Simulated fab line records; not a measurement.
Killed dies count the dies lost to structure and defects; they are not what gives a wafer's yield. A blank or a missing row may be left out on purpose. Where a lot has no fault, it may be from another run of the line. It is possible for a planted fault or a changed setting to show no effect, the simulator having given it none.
fab line records    flow nand_harc
record: lots: 7  wafers: 21  last_day: 22
route steps=1159 shown A_SOURCE_PLATE@416 A_ONON_D1@424
lots with no fault: from the same line, run without faults
start_h: hours from the record's opening day to when the first of the lot's shown wafers began    wait_h: time in hours since the lot's previous step    " same as the row above    L1.1+2: a single row standing in for several wafers    - value missing, or start not given    * or withheld: withheld    < > ~ a bound
route shown NAME@n: names a module that has steps shown in the file, with the first one's number in the route    usual: mean/standard deviation taken from wafers without a fault    same: alike in all rows    chamber/n: place in a boat    sites: each site's reading    _std_site: how widely they spread, as a standard deviation    _edge_site: the outer-site mean with the inner-site mean subtracted    radius_mm: how far each site lies from the wafer's centre    mask NAME#n: copy n    behind: the most recent tool/chamber to have shaped the wafer    hold: the reason the lot was held/the length of the hold in hours/how it ended    device: whichever transistor did not switch (one of n, p or np)    end of line: the route-end tests of the same wafers    a step given without rows: its recipe and nothing more    killed: the dies lost at the first sort to structure and to defects; this is not the yield of the wafer    map: a wafer's dies, marking killed ones x, the rest . and places with no die _
set.NAME: the setting as run; set.NAME@STEP: as run at that earlier step    model.NAME: the simulator's own value behind a step, which no gauge read
lots at selected steps of the route; one table per step, one row per wafer
services: a tool's chamber out of use, with start hour (start_h, from the record's first day; less than 0 if before it), hours out, and reason
== steps ==
step: NHARC_A_SOURCE_PLATE_THK_MEAS_09
recipe: thk_meas_gauge: ellipsometry
usual: thk_nm: 9.6/0.9
lot.wafer  tool           chamber  start_h  wait_h  thk_nm
L864.2     film_metro-01  -        138.53   0.4     8.6
L864.4     "              -        "        "       8.7
L864.6     "              -        "        "       10.1
L871.2     film_metro-02  -        184.42   0.4     10.9
L871.4     "              -        "        "       10.4
L871.5     "              -        "        "       8.8
L873.1     film_metro-02  -        187.58   0.4     9.3
L873.2     "              -        "        "       10.4
L873.5     "              -        "        "       10.1
L875.2     film_metro-01  -        202.36   0.4     7.9
L875.5     "              -        "        "       9.6
L875.6     "              -        "        "       11.3
L877.4     film_metro-02  -        219.16   0.4     9.0
L877.5     "              -        "        "       8.6
L877.6     "              -        "        "       9.5
L878.1     film_metro-01  -        236.76   0.4     9.2
L878.3     "              -        "        "       9.1
L878.4     "              -        "        "       8.9
L880.3     film_metro-01  -        240.75   0.4     9.9
L880.5     "              -        "        "       10.1
L880.6     "              -        "        "       10.2
step: NHARC_A_SOURCE_PLATE_PVD_04
recipe: target_thk_a: 500  material: WSi2
step: NHARC_A_SOURCE_PLATE_CVD_03
recipe: target_thk_a: 2000  temp_c: 620  pressure_mtorr: 200  time_s: 4000  material: poly-Si
step: NHARC_A_SOURCE_PLATE_ANNEAL_05
recipe: temp_c: 850  time_s: 1800
step: NHARC_A_SOURCE_PLATE_THK_MEAS_06
recipe: thk_meas_gauge: ellipsometry
usual: thk_nm: 199.8/2.1
lot.wafer  tool           chamber  start_h  wait_h  thk_nm
L864.2     film_metro-01  -        152.86   0.4     198.8
L864.4     "              -        "        "       197.4
L864.6     "              -        "        "       198.5
L871.2     film_metro-01  -        197.56   0.4     200.8
L871.4     "              -        "        "       201.6
L871.5     "              -        "        "       199.1
L873.1     film_metro-02  -        200.62   0.4     199.2
L873.2     "              -        "        "       202.1
L873.5     "              -        "        "       200.4
L875.2     film_metro-01  -        215.52   0.4     198.4
L875.5     "              -        "        "       202.0
L875.6     "              -        "        "       200.5
L877.4     film_metro-01  -        234.49   0.4     198.2
L877.5     "              -        "        "       199.6
L877.6     "              -        "        "       198.4
L878.1     film_metro-01  -        250.47   0.4     193.0
L878.3     "              -        "        "       194.6
L878.4     "              -        "        "       195.9
L880.3     film_metro-01  -        253.88   0.4     200.9
L880.5     "              -        "        "       202.3
L880.6     "              -        "        "       199.1
step: NHARC_A_SOURCE_PLATE_INSPECT_08
usual: raw_defect_count: 61/22
lot.wafer  tool               chamber  start_h  wait_h  raw_defect_count
L864.2     defect_inspect-02  -        152.92   0.0     106
L864.4     "                  -        "        "       69
L864.6     "                  -        "        "       97
L871.2     defect_inspect-02  -        197.62   0.0     113
L871.4     "                  -        "        "       135
L871.5     "                  -        "        "       98
L873.1     defect_inspect-02  -        200.69   0.0     35
L873.2     "                  -        "        "       47
L873.5     "                  -        "        "       63
L875.2     defect_inspect-02  -        215.60   0.0     30
L875.5     "                  -        "        "       58
L875.6     "                  -        "        "       51
L877.4     defect_inspect-01  -        234.58   0.0     59
L877.5     "                  -        "        "       97
L877.6     "                  -        "        "       81
L878.1     defect_inspect-01  -        250.53   0.0     77
L878.3     "                  -        "        "       57
L878.4     "                  -        "        "       50
L880.3     defect_inspect-01  -        253.94   0.0     111
L880.5     "                  -        "        "       71
L880.6     "                  -        "        "       73
step: NHARC_A_ONON_D1_DEP_00
recipe: target_thk_a: 10000  n2_flow_sccm: 2750  n2o_flow_sccm: 2000  nh3_flow_sccm: 500  sih4_flow_sccm: 210  temp_c: 400
step: NHARC_A_ONON_D1_THK_MEAS_02
recipe: thk_meas_gauge: ellipsometry
usual: thk_nm: 1000/9.6
lot.wafer  tool           chamber  start_h  wait_h  thk_nm
L864.2     film_metro-01  -        153.50   -       992
L864.4     "              -        "        "       993
L864.6     "              -        "        "       995
L871.2     film_metro-02  -        198.20   -       998
L871.4     "              -        "        "       998
L871.5     "              -        "        "       996
L873.1     film_metro-02  -        201.31   -       1012
L873.2     "              -        "        "       1014
L873.5     "              -        "        "       1014
L875.2     film_metro-01  -        216.18   -       1009
L875.5     "              -        "        "       1008
L875.6     "              -        "        "       1009
L877.4     film_metro-01  -        235.16   -       999
L877.5     "              -        "        "       1000
L877.6     "              -        "        "       999
L878.1     film_metro-01  -        251.12   -       994
L878.3     "              -        "        "       996
L878.4     "              -        "        "       997
L880.3     film_metro-01  -        254.52   -       996
L880.5     "              -        "        "       995
L880.6     "              -        "        "       997
step: NHARC_A_ONON_D1_DEP_03
recipe: target_thk_a: 10000  n2_flow_sccm: 2750  n2o_flow_sccm: 2000  nh3_flow_sccm: 500  sih4_flow_sccm: 210  temp_c: 400
step: NHARC_A_ONON_D1_THK_MEAS_05
recipe: thk_meas_gauge: ellipsometry
usual: thk_nm: 998/8.1
lot.wafer  tool           chamber  start_h  wait_h  thk_nm
L864.2     film_metro-02  -        154.07   -       995
L864.4     "              -        "        "       994
L864.6     "              -        "        "       995
L871.2     film_metro-01  -        198.77   -       995
L871.4     "              -        "        "       993
L871.5     "              -        "        "       995
L873.1     film_metro-02  -        201.87   -       996
L873.2     "              -        "        "       996
L873.5     "              -        "        "       997
L875.2     film_metro-01  -        216.74   -       979
L875.5     "              -        "        "       978
L875.6     "              -        "        "       980
L877.4     film_metro-01  -        235.72   -       1003
L877.5     "              -        "        "       1001
L877.6     "              -        "        "       1004
L878.1     film_metro-01  -        251.68   -       990
L878.3     "              -        "        "       989
L878.4     "              -        "        "       988
L880.3     film_metro-01  -        255.07   -       995
L880.5     "              -        "        "       994
L880.6     "              -        "        "       995
step: NHARC_A_ONON_D1_DEP_06
recipe: target_thk_a: 10000  n2_flow_sccm: 2750  n2o_flow_sccm: 2000  nh3_flow_sccm: 500  sih4_flow_sccm: 210  temp_c: 400
lot.wafer   tool           chamber  start_h  wait_h
L864.2+4+6  pecvd_onon-01  0        154.32   0.2
L871.2+4+5  pecvd_onon-03  0        198.88   0.1
L873.1+2+5  pecvd_onon-03  0        201.93   0.1
L875.2+5+6  pecvd_onon-03  0        216.85   0.1
L877.4+5+6  pecvd_onon-02  0        235.95   0.2
L878.1+3+4  pecvd_onon-02  0        251.73   0.1
L880.3+5+6  pecvd_onon-02  0        255.24   0.2
step: NHARC_A_ONON_D1_THK_MEAS_08
recipe: thk_meas_gauge: ellipsometry
usual: thk_nm: 998/9.5
lot.wafer  tool           chamber  start_h  wait_h  thk_nm
L864.2     film_metro-01  -        154.77   -       1009
L864.4     "              -        "        "       1012
L864.6     "              -        "        "       1008
L871.2     film_metro-01  -        199.34   -       898
L871.4     "              -        "        "       897
L871.5     "              -        "        "       897
L873.1     film_metro-01  -        202.44   -       881
L873.2     "              -        "        "       879
L873.5     "              -        "        "       880
L875.2     film_metro-01  -        217.30   -       886
L875.5     "              -        "        "       889
L875.6     "              -        "        "       887
L877.4     film_metro-02  -        236.29   -       1001
L877.5     "              -        "        "       1000
L877.6     "              -        "        "       1001
L878.1     film_metro-02  -        252.23   -       1005
L878.3     "              -        "        "       1005
L878.4     "              -        "        "       1005
L880.3     film_metro-01  -        255.64   -       995
L880.5     "              -        "        "       997
L880.6     "              -        "        "       995
step: NHARC_A_ONON_D1_DEP_09
recipe: target_thk_a: 10000  n2_flow_sccm: 2750  n2o_flow_sccm: 2000  nh3_flow_sccm: 500  sih4_flow_sccm: 210  temp_c: 400
== services ==
tool           chamber  start_h  hours  kind
pecvd_onon-03  -        153.34   13.0   pm
pecvd_onon-01  -        195.00   13.0   pm
== key ==
first_sign: step: NHARC_A_ONON_D1_THK_MEAS_08  reading: thk_nm  direction: down  sigmas: 12  usual: 998  struck: 888
effect none on later readings
met_at NHARC_A_ONON_D1_DEP_06
struck_wafers L871.2,L871.4,L871.5,L873.1,L873.2,L873.5,L875.2,L875.5,L875.6
sort_left_out L871.2,L871.4,L871.5,L873.1,L873.2,L873.5,L875.2,L875.5,L875.6
tester_left_out L871,L873,L875
fault: kind: site_profile_drift  tool: pecvd_onon-03  chamber: -  onset_h: 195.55  steps: NHARC_A_ONON_D1_DEP_06  basis: fraction  max_abs_drift: 0.2409  slope_share_per_hr: 53.534  site_pattern: 0,0,0,0,0,-1,-1,-1,-1
tester_left_out: of these lots the tester's yield and bins aren't shown, on N5 and GAA mostly nor the transistor test; their killed dies are dies lost to structure and defects alone, not to doping, threshold or leakage, so they don't give the yield
sort_left_out: the simulated sort isn't trusted on such a fault, so these wafers' sort isn't shown, and their yield isn't known
